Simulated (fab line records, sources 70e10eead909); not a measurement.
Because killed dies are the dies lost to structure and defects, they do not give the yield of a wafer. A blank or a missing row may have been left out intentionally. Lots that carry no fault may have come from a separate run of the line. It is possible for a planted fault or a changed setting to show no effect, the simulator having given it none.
Problem report in the 8D (eight disciplines) form, filled by code ; flow nand_harc ; the parts of the form that need people (team, actions taken, sign-off) are left out

1. THE ISSUE
heater_power_total_W at NHARC_P_M2_SOFTBAKE_04 reads a mean of 212.61 W on 6 wafers of 2 lots; wafers without a fault read 188.47 W with a standard deviation of 0.14. That is +99 or more standard deviations from the usual mean.
The step: time 55 s.
The first sign was on wafer L447.3 at day 13 21:00, on litho_track-04. The record holds 36 wafers of 12 lots with a number at this step. Rule for "out" (also "out of limits"): further than 4 standard deviations from the usual mean. The other wafers with a number count as sound.

2. WHAT IT IS, WHAT IT ISN'T
question;is;is not
which readings at this step;heater_power_total_W;exhaust_pa
which lots;L447, L448;L430, L431, L432, L433, L435, L441, L442, L444, L445, L446
which wafers of those lots;all that have a number;-
read on which tools;litho_track-04;litho_track-01, litho_track-06
when;from day 13 21:00;up to then (30 sound wafers)

3. SUSPECTS, AND WHAT RULES EACH OUT
Counting: a tool at any process step up to the reading remains a suspect when it ran all the lots that are out and ran no sound lot after the first of those.
- rie_diel-08 at NHARC_P_M1_ETCH_35 (etches the open film in N2/H2, target depth 40 nm, overetch 12 nm, time 43.94 s): kept. It ran every lot that is out, first L447 (day 13 17:43), and no sound lot after that; its last sound lot up to then is L446 (day 13 06:37).
- litho_track-04 at NHARC_P_M2_SOFTBAKE_04 (time 55 s): kept. It ran every lot that is out, first L447 (day 13 21:00), and no sound lot after that; its last sound lot up to then is L444 (day 12 11:00). On those wafers its own readings are out: heater_power_total_W.
What counting leaves: rie_diel-08 at NHARC_P_M1_ETCH_35 and litho_track-04 at NHARC_P_M2_SOFTBAKE_04.

4. THE CAUSE (what the simulator had put in)
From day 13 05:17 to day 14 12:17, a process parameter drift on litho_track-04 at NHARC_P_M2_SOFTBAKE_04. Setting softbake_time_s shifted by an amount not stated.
Of the 2 suspects that counting leaves, this tool is one.

5. SEQUENCE OF EFFECTS, ordered by route
Each row: a reading whose mean over the struck wafers that have a number lies more than 3 standard deviations from the usual. Scope: only readings with a usual standard deviation given in the record; hours: median across lots of the time from each lot's start at the first step in this table that gives one to its start at this step; sigmas: change in usual standard deviations.
hours;step;reading;usual;on struck wafers;change;sigmas
0;NHARC_P_M2_SOFTBAKE_04;heater_power_total_W;188.47 W;212.61;+24.14;+99 or more
Process steps it contains:
- NHARC_P_M2_SOFTBAKE_04: time 55 s.
At these later measuring or inspecting steps, every struck wafer for which the step has a row has a number for every such reading, and none has moved that far: NHARC_END_SORT_01.

6. WHAT WOULD HAVE CAUGHT IT SOONER
First out-of-limits reading in this record: day 13 21:00, which is 16 hours after fault onset at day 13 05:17.
